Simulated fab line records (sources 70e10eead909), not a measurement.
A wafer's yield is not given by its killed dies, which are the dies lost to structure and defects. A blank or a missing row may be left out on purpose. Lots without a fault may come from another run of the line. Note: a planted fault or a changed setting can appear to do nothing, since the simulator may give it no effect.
fab line records	flow nand_harc
record lots=11	wafers=33	last_day=31
route steps=1302 shown P_CONTACT@234 P_M0@261 END@1302
lots that met no fault: from a run of the same line without faults
start_h: start of the lot's first displayed wafer, in hours after the record's first day	wait_h: how many hours have passed since the lot's step before this one	" the same as in the row above	L1.1+2: one row covering several wafers at once	- no value, or no start given	* or withheld: withheld	< > ~ a bound
route shown NAME@n: NAME is a module with steps in the file, n the number in the route of the first one	usual: the fault-free wafers' mean and standard deviation	same: alike in all rows	chamber/n: place in a boat	sites: each site's reading	_std_site: standard deviation across them	_edge_site: outer sites' mean less inner sites'	radius_mm: how far each site lies from the wafer's centre	mask NAME#n: copy n	behind: the most recent tool/chamber to have shaped the wafer	hold: cause of the lot's hold/its duration in hours/its outcome	device: which transistor (n, p or np) failed to switch	end of line: at the end of the route, the tests of the same wafers	for a step that has no rows: nothing shown but its recipe	killed: at the first sort, the dies lost to defects and structure; wafer yield is something else	map: a wafer's dies, marking killed ones x, the rest . and places with no die _
set.NAME: the setting that was run; set.NAME@STEP: the one run at that earlier step	model.NAME: the simulator's own value behind a step, which no gauge read
one table for each step of the route and one row for each wafer, over a sample of lots
services: the hour from which a tool's chamber was out of use, counted from the record's first day as start_h (under 0 if before that day), plus the number of hours and why
## steps
# step NHARC_P_CONTACT_INSPECT_14
# usual raw_defect_count=3.6/2.4
lot.wafer	tool	chamber	start_h	wait_h	raw_defect_count
L281.1	defect_inspect-01	-	114.84	0.0	5
L281.2	"	-	"	"	3
L281.5	"	-	"	"	5
L283.2	defect_inspect-02	-	136.88	0.0	6
L283.4	"	-	"	"	2
L283.5	"	-	"	"	4
L284.1	defect_inspect-02	-	143.36	0.0	3
L284.3	"	-	"	"	4
L284.5	"	-	"	"	4
L287.1	defect_inspect-01	-	175.77	0.0	4
L287.3	"	-	"	"	4
L287.5	"	-	"	"	4
L286.1	defect_inspect-02	-	176.56	0.0	9
L286.2	"	-	"	"	2
L286.5	"	-	"	"	2
L295.2	defect_inspect-02	-	267.85	0.0	0
L295.3	"	-	"	"	5
L295.5	"	-	"	"	4
L296.2	defect_inspect-01	-	273.99	0.0	8
L296.3	"	-	"	"	6
L296.5	"	-	"	"	2
L297.2	defect_inspect-02	-	283.47	0.0	2
L297.3	"	-	"	"	0
L297.5	"	-	"	"	1
L298.1	defect_inspect-01	-	287.40	0.0	2
L298.5	"	-	"	"	5
L298.6	"	-	"	"	4
L299.1	defect_inspect-01	-	293.32	0.0	2
L299.5	"	-	"	"	6
L299.6	"	-	"	"	8
L300.1	defect_inspect-01	-	306.55	0.0	8
L300.2	"	-	"	"	3
L300.3	"	-	"	"	3
# step NHARC_P_CONTACT_ETCH_31
# recipe target_depth_a=300	time_s=85.7	ion_energy_ev=120	over_etch_frac=1	ch3f_flow_sccm=50	o2_flow_sccm=30	ar_flow_sccm=200	rf_w=500	bias_w=100	chemistry=CH3F/O2
# usual chamber_pressure_mTorr=24.999/0.023	drypump_motor_current_A=6.0/0.58	mfc_ar_sccm=200.0/0.56	oes_product_au=0.980/0.016	rf_vpp_V=243.9/1.5	showerhead_plenum_p_Torr=2.42/0.1	throttle_valve_pct=20.663/0.0093
# same over_etch_frac=1	time_s=85.7
lot.wafer	tool	chamber	start_h	wait_h	chamber_pressure_mTorr	drypump_motor_current_A	mfc_ar_sccm	oes_product_au	rf_hours_counter_h	rf_vpp_V	showerhead_plenum_p_Torr	throttle_valve_pct
L281.1	rie_diel-11	1	-	-	24.987	6.6	200.5	0.982	1.2	245.1	2.58	20.649
L281.2	"	2	"	"	24.990	6.4	200.5	0.968	1.3	243.6	2.34	20.674
L281.5	"	1	"	"	25.004	6.6	200.9	0.982	-	246.6	2.58	20.664
L283.2	rie_diel-11	3	-	-	25.031	4.9	200.3	0.968	2.6	243.4	2.32	20.661
L283.4	"	0	"	"	24.988	6.3	199.4	0.983	2.6	242.3	2.35	20.676
L283.5	"	1	"	"	25.021	6.6	201.0	0.953	-	246.6	2.58	20.659
L284.1	rie_diel-11	1	-	-	24.962	6.6	200.1	0.971	3.0	245.0	2.58	20.672
L284.3	"	2	"	"	25.009	6.4	198.8	0.985	2.9	242.5	2.34	20.668
L284.5	"	1	"	"	25.016	6.5	200.2	0.988	-	245.7	2.58	20.663
L287.1	rie_diel-06	0	-	-	24.994	6.1	200.5	0.998	1.0	245.9	2.58	20.668
L287.3	"	2	"	"	25.008	5.9	200.3	0.976	0.9	245.1	2.45	20.676
L287.5	"	3	"	"	25.016	6.4	199.7	0.979	-	243.5	2.38	20.664
L286.2	rie_diel-11	3	-	-	25.024	4.9	200.8	1.005	5.1	242.5	2.32	20.664
L286.1	"	2	"	"	24.951	6.5	199.1	0.992	5.4	242.9	2.34	20.660
L286.5	"	3	"	"	24.956	4.9	200.1	1.000	-	242.3	2.32	20.657
L295.2	rie_diel-11	1	-	-	24.979	6.5	200.2	0.981	0.2	245.0	2.57	20.686
L295.3	"	2	"	"	25.005	6.4	200.3	0.963	0.4	241.7	2.34	20.668
L295.5	"	0	"	"	24.975	6.3	199.8	1.006	-	243.0	2.34	20.659
L296.3	rie_diel-01	3	-	-	25.028	5.8	200.6	0.989	2.0	243.9	2.43	20.672
L296.2	"	0	"	"	25.011	4.9	200.8	0.980	1.9	246.5	2.56	20.646
L296.5	"	2	"	"	25.027	5.3	199.9	0.971	-	245.5	2.41	20.659
L297.2	rie_diel-01	0	-	-	25.033	4.9	199.4	0.979	2.4	247.0	2.56	20.666
L297.3	"	1	"	"	24.972	6.4	200.9	0.974	2.4	242.5	2.33	20.658
L297.5	"	1	"	"	25.010	6.4	199.9	0.991	-	242.7	2.33	20.655
L298.1	rie_diel-06	1	-	-	24.959	6.2	200.1	0.954	3.6	243.6	2.47	20.658
L298.6	"	1	"	"	24.999	6.2	199.8	0.956	-	245.2	2.47	20.657
L298.5	"	2	"	"	24.987	5.8	200.3	0.944	-	243.1	2.45	20.674
L299.1	rie_diel-06	3	-	-	25.001	6.4	200.8	0.990	4.7	242.9	2.38	20.676
L299.5	"	3	"	"	24.984	6.4	199.9	0.991	-	245.0	2.38	20.662
L299.6	"	0	"	"	25.024	6.0	199.7	1.004	-	245.7	2.58	20.675
L300.2	rie_diel-11	3	-	-	24.980	4.9	200.2	0.972	2.6	241.0	2.32	20.666
L300.1	"	0	"	"	24.987	6.4	199.9	0.994	2.3	242.8	2.34	20.656
L300.3	"	2	"	"	25.032	6.5	200.8	0.957	2.4	242.8	2.34	20.660
# step NHARC_P_CONTACT_CMP_24
# recipe t_overpolish_s=30	target_thk_nm=200
# usual motor_current_A=11.9/0.97	overpolish_run_s=30.000/0.0086	slurry_flow_ml_min=150.0/0.44	time_to_endpoint_s=39.5/2.6
lot.wafer	tool	chamber	start_h	wait_h	motor_current_A	overpolish_run_s	slurry_flow_ml_min	time_to_endpoint_s
L281.2	cmp-02	2	117.61	0.5	11.2	29.998	149.5	42.1
L281.1	"	0	"	"	11.1	30.026	150.2	39.3
L281.5	"	2	"	"	10.7	29.988	150.0	42.6
L283.4	cmp-02	1	139.66	0.3	12.9	29.990	150.4	42.9
L283.2	"	2	"	"	11.2	29.995	150.4	43.0
L283.5	"	3	"	"	12.0	29.994	149.8	39.5
L284.1	cmp-01	1	146.12	0.5	11.0	30.009	149.6	41.9
L284.3	"	3	"	"	12.6	30.012	149.5	37.7
L284.5	"	0	"	"	11.3	30.006	150.0	37.6
L287.1	cmp-04	3	178.51	0.5	11.5	30.001	150.0	35.1
L287.3	"	1	"	"	12.7	30.006	150.0	38.0
L287.5	"	0	"	"	14.2	30.001	150.0	35.2
L286.1	cmp-01	3	179.31	0.6	12.6	29.990	149.4	40.1
L286.2	"	1	"	"	11.0	29.996	149.4	44.4
L286.5	"	0	"	"	11.2	29.996	150.3	42.1
L295.3	cmp-01	3	270.58	0.4	11.8	29.998	150.2	38.5
L295.2	"	0	"	"	11.0	29.997	149.8	36.7
L295.5	"	0	"	"	10.9	29.996	149.9	38.6
L296.2	cmp-02	3	276.72	0.5	11.7	30.012	150.0	40.0
L296.3	"	2	"	"	10.9	29.990	150.2	41.1
L296.5	"	0	"	"	11.0	30.006	150.1	40.1
L297.3	cmp-01	2	286.25	0.3	13.3	30.000	150.5	37.0
L297.2	"	3	"	"	12.9	30.004	150.0	37.0
L297.5	"	1	"	"	11.1	29.996	149.4	38.9
L298.1	cmp-04	3	290.24	0.5	11.5	29.999	150.5	41.1
L298.6	"	2	"	"	11.9	30.002	149.6	37.3
L298.5	"	3	"	"	12.0	30.010	150.1	39.7
L299.1	cmp-04	1	296.09	0.5	12.6	29.986	150.3	44.3
L299.6	"	1	"	"	12.7	29.989	149.8	41.4
L299.5	"	2	"	"	12.3	30.000	150.0	37.0
L300.3	cmp-02	3	309.30	0.3	11.0	29.997	149.7	41.2
L300.2	"	0	"	"	11.3	29.984	150.8	38.9
L300.1	"	2	"	"	10.7	29.990	150.0	40.0
# step NHARC_P_M0_PEB_07
# recipe peb_temp_c=100	peb_time_s=65
# usual heater_power_total_W=156.7/0.42
lot.wafer	tool	chamber	start_h	wait_h	heater_power_total_W
L281.1	litho_track-01	0	118.69	0.1	156.5
L281.2	"	0	"	"	156.3
L281.5	"	0	"	"	156.5
L283.2	litho_track-04	0	140.83	0.1	156.8
L283.4	"	0	"	"	156.5
L283.5	"	0	"	"	156.0
L284.1	litho_track-04	0	147.31	0.1	157.0
L284.3	"	0	"	"	156.8
L284.5	"	0	"	"	156.9
L287.1	litho_track-04	0	179.61	0.1	156.3
L287.3	"	0	"	"	180.4
L287.5	"	0	"	"	156.1
L286.1	litho_track-04	0	180.53	0.1	156.5
L286.2	"	0	"	"	179.8
L286.5	"	0	"	"	156.7
L295.2	litho_track-04	0	271.68	0.1	156.0
L295.3	"	0	"	"	156.5
L295.5	"	0	"	"	156.3
L296.2	litho_track-04	0	281.87	0.1	156.3
L296.3	"	0	"	"	157.0
L296.5	"	0	"	"	156.2
L297.2	litho_track-04	0	287.44	0.1	157.1
L297.3	"	0	"	"	157.2
L297.5	"	0	"	"	156.5
L298.1	litho_track-04	0	291.45	0.1	156.1
L298.5	"	0	"	"	157.3
L298.6	"	0	"	"	157.1
L299.1	litho_track-01	0	297.31	0.1	156.2
L299.5	"	0	"	"	156.3
L299.6	"	0	"	"	157.0
L300.1	litho_track-06	0	310.52	0.1	156.2
L300.2	"	0	"	"	156.2
L300.3	"	0	"	"	156.1
# step NHARC_P_M0_CD_MEAS_09
# recipe target_cd_nm=90	landing_energy_ev=500
# usual cd_nm=89.9/0.69
# same landing_energy_ev=500
lot.wafer	tool	chamber	start_h	wait_h	cd_nm
L281.1	cd_sem-02	0	118.77	-	89.0
L281.2	"	0	"	"	90.2
L281.5	"	0	"	"	89.5
L283.2	cd_sem-01	0	140.92	-	89.8
L283.4	"	0	"	"	89.5
L283.5	"	0	"	"	89.6
L284.1	cd_sem-02	0	147.39	-	90.6
L284.3	"	0	"	"	91.3
L284.5	"	0	"	"	90.2
L287.1	cd_sem-01	0	179.69	-	90.5
L287.3	"	0	"	"	81.3
L287.5	"	0	"	"	91.1
L286.1	cd_sem-02	0	180.61	-	89.5
L286.2	"	0	"	"	80.9
L286.5	"	0	"	"	89.9
L295.2	cd_sem-03	0	271.76	-	90.1
L295.3	"	0	"	"	90.7
L295.5	"	0	"	"	90.6
L296.2	cd_sem-03	0	281.96	-	89.3
L296.3	"	0	"	"	90.7
L296.5	"	0	"	"	89.7
L297.2	cd_sem-02	0	287.52	-	89.8
L297.3	"	0	"	"	90.0
L297.5	"	0	"	"	90.3
L298.1	cd_sem-03	0	291.52	-	90.2
L298.5	"	0	"	"	90.8
L298.6	"	0	"	"	90.4
L299.1	cd_sem-01	0	297.39	-	89.3
L299.5	"	0	"	"	89.5
L299.6	"	0	"	"	89.3
L300.1	cd_sem-03	0	310.60	-	89.7
L300.2	"	0	"	"	89.4
L300.3	"	0	"	"	89.2
# step NHARC_P_M0_CD_MEAS_16
# usual cd_nm=89.9/0.97
lot.wafer	tool	chamber	start_h	wait_h	cd_nm
L281.1	cd_sem-02	-	119.30	-	88.6
L281.2	"	-	"	"	90.6
L281.5	"	-	"	"	89.4
L283.2	cd_sem-02	-	141.44	-	90.0
L283.4	"	-	"	"	90.2
L283.5	"	-	"	"	91.5
L284.1	cd_sem-01	-	147.88	-	90.0
L284.3	"	-	"	"	90.5
L284.5	"	-	"	"	91.2
L287.1	cd_sem-02	-	180.21	-	91.5
L287.3	"	-	"	"	81.6
L287.5	"	-	"	"	91.2
L286.1	cd_sem-02	-	181.10	-	89.0
L286.2	"	-	"	"	82.0
L286.5	"	-	"	"	89.6
L295.2	cd_sem-02	-	272.25	-	90.4
L295.3	"	-	"	"	90.4
L295.5	"	-	"	"	90.5
L296.2	cd_sem-01	-	282.44	-	90.1
L296.3	"	-	"	"	91.2
L296.5	"	-	"	"	90.1
L297.2	cd_sem-02	-	288.01	-	89.2
L297.3	"	-	"	"	89.7
L297.5	"	-	"	"	89.7
L298.1	cd_sem-03	-	292.15	-	90.2
L298.5	"	-	"	"	90.8
L298.6	"	-	"	"	90.3
L299.1	cd_sem-01	-	297.94	-	88.1
L299.5	"	-	"	"	89.5
L299.6	"	-	"	"	89.2
L300.1	cd_sem-01	-	311.09	-	89.5
L300.2	"	-	"	"	88.9
L300.3	"	-	"	"	89.2
# step NHARC_END_SORT_01
# recipe temp_c=25
# usual defect_limited_yield=90.6/2.3	killed_at_array=59/16	killed_at_other=0.8/1.1	killed_at_periphery=3.6/2.4	killed_dies=64/16	killed_open=3.4/1.8	killed_short=2.5/1.6
# same gross_dies=677
lot.wafer	tool	chamber	start_h	wait_h	defect_limited_yield[%]	killed_at_array	killed_at_other	killed_at_periphery	killed_dies	killed_open	killed_short
L281.1	prober-01	0	564.34	2.5	86.4	86	0	6	92	5	6
L281.2	prober-01	0	565.14	2.8	84.3	101	0	5	106	3	2
L281.5	prober-01	0	567.55	3.7	87.9	78	0	4	82	4	2
L283.2	prober-02	0	581.52	2.8	89.4	68	0	4	72	2	4
L283.4	prober-02	0	583.13	3.4	87.7	81	0	2	83	3	2
L283.5	prober-02	0	583.94	3.7	87.1	87	0	0	87	4	3
L284.1	prober-02	0	588.52	2.5	87.0	85	0	3	88	5	3
L284.3	prober-02	0	590.12	3.1	87.4	82	0	3	85	6	2
L284.5	prober-02	0	591.72	3.7	87.1	82	0	5	87	5	0
L287.1	prober-01	0	613.55	2.5	89.1	70	0	4	74	5	1
L287.3	prober-01	0	615.16	3.1	88.2	71	0	9	80	9	2
L287.5	prober-01	0	616.76	3.7	87.1	83	0	4	87	2	1
L286.1	prober-02	0	613.59	2.5	90.0	61	1	6	68	5	2
L286.2	prober-02	0	614.40	2.8	90.4	60	1	4	65	2	4
L286.5	prober-02	0	616.82	3.7	91.6	55	1	1	57	4	3
L295.2	prober-01	0	709.41	2.8	93.5	40	0	4	44	4	1
L295.3	prober-01	0	710.21	3.1	93.4	38	0	7	45	3	0
L295.5	prober-01	0	711.83	3.7	91.4	51	0	7	58	5	6
L298.1	prober-02	0	725.17	2.5	92.6	47	2	1	50	2	1
L298.5	prober-02	0	728.35	3.7	91.4	49	6	3	58	2	2
L298.6	prober-02	0	729.15	4.0	92.8	46	2	1	49	5	1
L297.2	prober-01	0	734.53	2.8	88.6	73	0	4	77	5	3
L297.3	prober-01	0	735.34	3.1	90.8	60	0	2	62	3	4
L297.5	prober-01	0	736.96	3.7	88.9	73	0	2	75	6	2
L299.1	prober-02	0	741.21	2.5	90.3	61	1	4	66	10	5
L299.5	prober-02	0	744.37	3.7	90.0	62	0	6	68	8	3
L299.6	prober-02	0	745.16	4.0	92.2	48	2	3	53	3	0
L296.2	prober-01	0	742.41	2.8	92.8	46	1	2	49	4	2
L296.3	prober-01	0	743.22	3.1	91.7	51	0	5	56	3	4
L296.5	prober-01	0	744.83	3.7	92.2	50	0	3	53	6	2
L300.1	prober-01	0	753.38	2.5	88.8	72	0	4	76	4	1
L300.2	prober-01	0	754.17	2.8	91.4	56	0	2	58	0	1
L300.3	prober-01	0	754.95	3.1	91.9	51	0	4	55	2	3
# killed by level:class
L281.1 A_CHANNEL_HOLE_D2:chamber_film_flake=25 A_CHANNEL_HOLE_D1:chamber_film_flake=22 A_SLIT:chamber_film_flake=22 A_CONTACT:chamber_film_flake=4 A_WL_FILL:chamber_film_flake=3 A_CHANNEL_FILL_D2:geometric_particle:short=2 P_STI:chamber_film_flake=2 A_STAIRCASE:chamber_film_flake=2
L281.2 A_CHANNEL_HOLE_D1:chamber_film_flake=36 A_CHANNEL_HOLE_D2:chamber_film_flake=32 A_SLIT:chamber_film_flake=19 A_CONTACT:chamber_film_flake=7 P_M2:chamber_film_flake=3 P_GATE:chamber_film_flake=2 A_CHANNEL_FILL_D1:geometric_particle:short=1 A_DECK1_JOINT:geometric_particle:short=1
L281.5 A_CHANNEL_HOLE_D2:chamber_film_flake=26 A_SLIT:chamber_film_flake=23 A_CHANNEL_HOLE_D1:chamber_film_flake=17 A_CONTACT:chamber_film_flake=4 P_GATE:chamber_film_flake=2 P_M2:chamber_film_flake=2 A_ONON_D1:geometric_particle:open=1 A_CHANNEL_HOLE_D2:geometric_particle:open=1
L283.2 A_SLIT:chamber_film_flake=27 A_CHANNEL_HOLE_D1:chamber_film_flake=24 A_CHANNEL_HOLE_D2:chamber_film_flake=5 A_CONTACT:chamber_film_flake=4 P_GATE:chamber_film_flake=2 P_GATE:geometric_particle:open=1 P_M0:geometric_particle:short=1 A_CHANNEL_FILL_D1:geometric_particle:short=1
L283.4 A_CHANNEL_HOLE_D1:chamber_film_flake=36 A_SLIT:chamber_film_flake=27 A_CHANNEL_HOLE_D2:chamber_film_flake=8 A_CONTACT:chamber_film_flake=3 A_CONTACT:geometric_particle:open=2 P_CONTACT:geometric_particle:short=1 A_CHANNEL_HOLE_D1:geometric_particle:short=1 A_DECK1_JOINT:geometric_particle:open=1
L283.5 A_CHANNEL_HOLE_D1:chamber_film_flake=36 A_SLIT:chamber_film_flake=23 A_CHANNEL_HOLE_D2:chamber_film_flake=9 A_STAIRCASE:chamber_film_flake=3 A_CONTACT:chamber_film_flake=3 A_ZERO_WELL:chamber_film_flake=2 A_WL_FILL:chamber_film_flake=2 A_ONON_D1:geometric_particle:open=1
L284.1 A_SLIT:chamber_film_flake=31 A_CHANNEL_HOLE_D2:chamber_film_flake=27 A_STAIRCASE:chamber_film_flake=9 A_CHANNEL_HOLE_D1:chamber_film_flake=4 A_CHANNEL_FILL_D2:geometric_particle:open=2 A_WL_FILL:chamber_film_flake=2 A_CONTACT:chamber_film_flake=2 P_CONTACT:geometric_particle:open=1
L284.3 A_CHANNEL_HOLE_D2:chamber_film_flake=37 A_SLIT:chamber_film_flake=29 A_STAIRCASE:chamber_film_flake=8 P_CONTACT:geometric_particle:open=2 A_ONON_D1:geometric_particle:short=1 A_ONON_D1:geometric_particle:open=1 A_DECK1_JOINT:geometric_particle:open=1 A_WL_FILL:geometric_particle:short=1
L284.5 A_CHANNEL_HOLE_D2:chamber_film_flake=32 A_SLIT:chamber_film_flake=30 A_STAIRCASE:chamber_film_flake=8 P_STI:chamber_film_flake=3 A_CHANNEL_HOLE_D1:chamber_film_flake=3 A_M0:chamber_film_flake=3 A_CONTACT:chamber_film_flake=2 P_CONTACT:geometric_particle:open=1
L287.1 A_CHANNEL_HOLE_D2:chamber_film_flake=32 A_SLIT:chamber_film_flake=22 A_CHANNEL_HOLE_D1:chamber_film_flake=6 A_CONTACT:chamber_film_flake=4 P_GATE:geometric_particle:open=2 P_ZERO_WELL:chamber_film_flake=2 A_STAIRCASE:chamber_film_flake=2 A_ONON_D1:geometric_particle:short=1
L286.1 A_CHANNEL_HOLE_D1:chamber_film_flake=35 A_CHANNEL_HOLE_D2:chamber_film_flake=14 P_ZERO_WELL:chamber_film_flake=4 A_STAIRCASE:chamber_film_flake=4 A_CONTACT:chamber_film_flake=2 P_CONTACT:geometric_particle:open=1 P_M1:geometric_particle:open=1 A_SOURCE_PLATE:geometric_particle:short=1
L286.2 A_CHANNEL_HOLE_D1:chamber_film_flake=39 A_CHANNEL_HOLE_D2:chamber_film_flake=8 A_WL_FILL:geometric_particle:short=3 A_CONTACT:chamber_film_flake=3 A_STAIRCASE:chamber_film_flake=3 P_M0:area_peb=3 A_CHANNEL_HOLE_D2:geometric_particle:short=1 A_CHANNEL_FILL_D2:geometric_particle:open=1
L287.3 A_SLIT:chamber_film_flake=32 A_CHANNEL_HOLE_D2:chamber_film_flake=24 A_CHANNEL_HOLE_D1:chamber_film_flake=4 A_CONTACT:chamber_film_flake=4 P_GATE:geometric_particle:open=2 P_ZERO_WELL:chamber_film_flake=2 A_STAIRCASE:chamber_film_flake=2 P_CONTACT:geometric_particle:short=1
L287.5 A_CHANNEL_HOLE_D2:chamber_film_flake=39 A_SLIT:chamber_film_flake=31 A_CHANNEL_HOLE_D1:chamber_film_flake=4 A_CONTACT:chamber_film_flake=3 A_STAIRCASE:chamber_film_flake=2 A_M1:chamber_film_flake=2 P_M0:geometric_particle:open=1 A_SOURCE_PLATE:geometric_particle:short=1
L286.5 A_CHANNEL_HOLE_D1:chamber_film_flake=29 A_CHANNEL_HOLE_D2:chamber_film_flake=15 A_STAIRCASE:chamber_film_flake=3 A_CHANNEL_FILL_D1:geometric_particle:open=2 A_CHANNEL_FILL_D1:chamber_film_flake=2 P_CONTACT:geometric_particle:open=1 A_CHANNEL_HOLE_D1:geometric_particle:short=1 A_DECK1_JOINT:geometric_particle:short=1
L295.2 A_CHANNEL_HOLE_D2:chamber_film_flake=21 A_CHANNEL_HOLE_D1:chamber_film_flake=5 P_CONTACT:chamber_film_flake=3 A_CHANNEL_FILL_D2:chamber_film_flake=3 A_SLIT:chamber_film_flake=3 A_ONON_D2:geometric_particle:short=1 A_CHANNEL_HOLE_D2:geometric_particle:open=1 A_CHANNEL_FILL_D2:geometric_particle:open=1
L295.3 A_CHANNEL_HOLE_D2:chamber_film_flake=19 A_CHANNEL_HOLE_D1:chamber_film_flake=5 A_SLIT:chamber_film_flake=4 P_CONTACT:chamber_film_flake=4 A_CHANNEL_FILL_D2:chamber_film_flake=3 A_BLC:geometric_particle:open=2 P_STI:chamber_film_flake=2 A_WL_FILL:geometric_particle:open=1
L295.5 A_CHANNEL_HOLE_D2:chamber_film_flake=22 A_CHANNEL_HOLE_D1:chamber_film_flake=10 A_CHANNEL_HOLE_D2:geometric_particle:short=4 A_CHANNEL_FILL_D2:chamber_film_flake=4 P_CONTACT:chamber_film_flake=3 A_STAIRCASE:chamber_film_flake=3 A_CHANNEL_FILL_D2:geometric_particle:open=2 P_STI:chamber_film_flake=2
L298.1 A_CHANNEL_HOLE_D2:chamber_film_flake=24 A_CHANNEL_HOLE_D1:chamber_film_flake=12 A_SLIT:chamber_film_flake=5 A_CONTACT:chamber_film_flake=2 THIN_TSV:chamber_film_flake=2 A_CHANNEL_FILL_D1:geometric_particle:short=1 A_ONON_D2:geometric_particle:open=1 A_CHANNEL_FILL_D2:geometric_particle:open=1
L298.5 A_CHANNEL_HOLE_D2:chamber_film_flake=23 A_SLIT:chamber_film_flake=11 A_CHANNEL_HOLE_D1:chamber_film_flake=9 THIN_TSV:chamber_film_flake=6 P_GATE:chamber_film_flake=2 A_STAIRCASE:chamber_film_flake=2 P_M0:geometric_particle:open=1 A_DECK1_JOINT:geometric_particle:short=1
L298.6 A_CHANNEL_HOLE_D2:chamber_film_flake=26 A_SLIT:chamber_film_flake=6 A_CHANNEL_HOLE_D1:chamber_film_flake=3 A_ONON_D2:geometric_particle:open=2 THIN_TSV:chamber_film_flake=2 A_CHANNEL_HOLE_D1:geometric_particle:open=1 A_CHANNEL_FILL_D1:geometric_particle:open=1 A_CHANNEL_FILL_D2:geometric_particle:open=1
L297.2 A_CHANNEL_HOLE_D2:chamber_film_flake=26 A_SLIT:chamber_film_flake=19 A_CHANNEL_HOLE_D1:chamber_film_flake=13 A_STAIRCASE:chamber_film_flake=4 A_CONTACT:chamber_film_flake=4 P_M0:geometric_particle:open=2 A_CHANNEL_FILL_D1:geometric_particle:short=2 A_CHANNEL_FILL_D2:chamber_film_flake=2
L297.3 A_CHANNEL_HOLE_D2:chamber_film_flake=22 A_SLIT:chamber_film_flake=15 A_CHANNEL_HOLE_D1:chamber_film_flake=11 A_CONTACT:chamber_film_flake=4 A_STAIRCASE:chamber_film_flake=2 P_STI:geometric_particle:open=1 P_CONTACT:geometric_particle:open=1 A_CHANNEL_FILL_D1:geometric_particle:short=1
L297.5 A_SLIT:chamber_film_flake=32 A_CHANNEL_HOLE_D1:chamber_film_flake=14 A_CHANNEL_HOLE_D2:chamber_film_flake=14 A_STAIRCASE:chamber_film_flake=4 P_CONTACT:geometric_particle:open=1 P_M0:geometric_particle:open=1 A_ONON_D1:geometric_particle:open=1 A_DECK1_JOINT:geometric_particle:open=1
L299.1 A_CHANNEL_HOLE_D1:chamber_film_flake=36 A_CONTACT:chamber_film_flake=4 A_ONON_D1:geometric_particle:short=3 A_CHANNEL_FILL_D1:geometric_particle:open=3 A_ONON_D1:geometric_particle:open=2 A_SLIT:chamber_film_flake=2 A_STAIRCASE:chamber_film_flake=2 A_WL_FILL:chamber_film_flake=2
L296.2 A_CHANNEL_HOLE_D1:chamber_film_flake=29 A_CONTACT:chamber_film_flake=5 A_BLC:geometric_particle:open=2 A_SLIT:chamber_film_flake=2 A_CHANNEL_FILL_D1:chamber_film_flake=2 A_ONON_D2:geometric_particle:short=1 A_STAIRCASE:geometric_particle:open=1 A_WL_FILL:geometric_particle:short=1
L296.3 A_CHANNEL_HOLE_D1:chamber_film_flake=28 A_SLIT:chamber_film_flake=7 A_CONTACT:chamber_film_flake=5 P_STI:chamber_film_flake=3 A_CHANNEL_FILL_D2:chamber_film_flake=2 P_GATE:geometric_particle:open=1 A_DECK1_JOINT:geometric_particle:short=1 A_CHANNEL_FILL_D2:geometric_particle:short=1
L299.5 A_CHANNEL_HOLE_D1:chamber_film_flake=33 A_SLIT:chamber_film_flake=5 A_ZERO_WELL:chamber_film_flake=4 A_CONTACT:chamber_film_flake=4 A_WL_FILL:chamber_film_flake=3 A_BLC:geometric_particle:open=2 P_ZERO_WELL:chamber_film_flake=2 P_M2:chamber_film_flake=2
L296.5 A_CHANNEL_HOLE_D1:chamber_film_flake=31 A_CONTACT:chamber_film_flake=7 A_SLIT:chamber_film_flake=6 P_M1:geometric_particle:open=3 A_CHANNEL_FILL_D1:geometric_particle:short=1 A_DECK1_JOINT:geometric_particle:open=1 A_ONON_D2:geometric_particle:short=1 A_CONTACT:geometric_particle:open=1
L299.6 A_CHANNEL_HOLE_D1:chamber_film_flake=28 A_CONTACT:chamber_film_flake=5 A_SLIT:chamber_film_flake=5 A_WL_FILL:chamber_film_flake=3 A_CHANNEL_FILL_D1:geometric_particle:open=2 P_ZERO_WELL:chamber_film_flake=2 THIN_TSV:chamber_film_flake=2 A_STAIRCASE:chamber_film_flake=2
L300.1 A_SLIT:chamber_film_flake=36 A_CHANNEL_HOLE_D1:chamber_film_flake=17 A_STAIRCASE:chamber_film_flake=5 A_CHANNEL_HOLE_D2:chamber_film_flake=4 P_STI:chamber_film_flake=2 A_CONTACT:chamber_film_flake=2 A_M0:chamber_film_flake=2 P_M1:geometric_particle:short=1
L300.2 A_SLIT:chamber_film_flake=30 A_CHANNEL_HOLE_D1:chamber_film_flake=14 A_CONTACT:chamber_film_flake=6 P_GATE:chamber_film_flake=2 A_CHANNEL_HOLE_D2:chamber_film_flake=2 A_STAIRCASE:chamber_film_flake=2 A_CHANNEL_HOLE_D1:geometric_particle:short=1 A_CHANNEL_FILL_D2:chamber_film_flake=1
L300.3 A_SLIT:chamber_film_flake=36 A_CHANNEL_HOLE_D1:chamber_film_flake=8 A_CONTACT:chamber_film_flake=2 P_GATE:geometric_particle:open=1 P_CONTACT:geometric_particle:short=1 A_SOURCE_PLATE:geometric_particle:short=1 A_CHANNEL_FILL_D1:geometric_particle:short=1 A_DECK1_JOINT:geometric_particle:open=1
## services
tool	chamber	start_h	hours	kind
cmp-01	-	101.40	2.2	repair
cmp-01	-	106.01	4.0	pm
cmp-04	-	111.00	4.0	pm
cmp-01	-	113.95	5.9	repair
rie_diel-06	1	116.98	5.3	repair
cmp-02	-	127.11	0.5	repair
rie_diel-06	-	130.20	9.0	pm
cmp-02	-	135.10	4.0	pm
cmp-02	-	175.77	1.1	repair
cmp-04	-	181.24	1.1	repair
cmp-01	-	183.76	0.3	repair
cmp-04	-	199.83	0.9	repair
litho_track-04	-	203.00	7.0	pm
cmp-01	-	204.01	4.0	pm
cmp-04	-	209.00	4.0	pm
rie_diel-11	0	217.46	8.5	repair
rie_diel-06	1	225.05	5.9	repair
cmp-02	-	233.10	4.0	pm
cmp-01	-	234.56	4.3	repair
rie_diel-11	1	249.45	12.3	repair
rie_diel-11	-	255.50	9.0	pm
cmp-01	-	271.89	3.2	repair
cmp-01	-	302.01	4.0	pm
cmp-01	-	307.10	0.5	repair
## key
first_sign step=NHARC_P_M0_PEB_07	reading=heater_power_total_W	direction=up	sigmas=56	usual=*	struck=*
effect step=NHARC_P_M0_CD_MEAS_09	reading=cd_nm	direction=down	sigmas=13	usual=89.9	struck=81.1
effect step=NHARC_P_M0_CD_MEAS_16	reading=cd_nm	direction=down	sigmas=8.3	usual=89.9	struck=81.8
met_at NHARC_P_M0_PEB_07
struck_lots L286,L287
struck_wafers L286.2,L287.3
not_acting_at NHARC_P_CONTACT_INSPECT_14,NHARC_P_CONTACT_ETCH_31,NHARC_P_CONTACT_CMP_24
onset_between 147.31 179.61
fault kind=process_parameter_drift	tool=litho_track-04	chamber=-	onset_h=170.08	steps=NHARC_P_M0_PEB_07	channel=peb_time_s	offset=*	shape=step	end_h=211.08	scope=struck_wafers_only	acts_in=*	stated=*
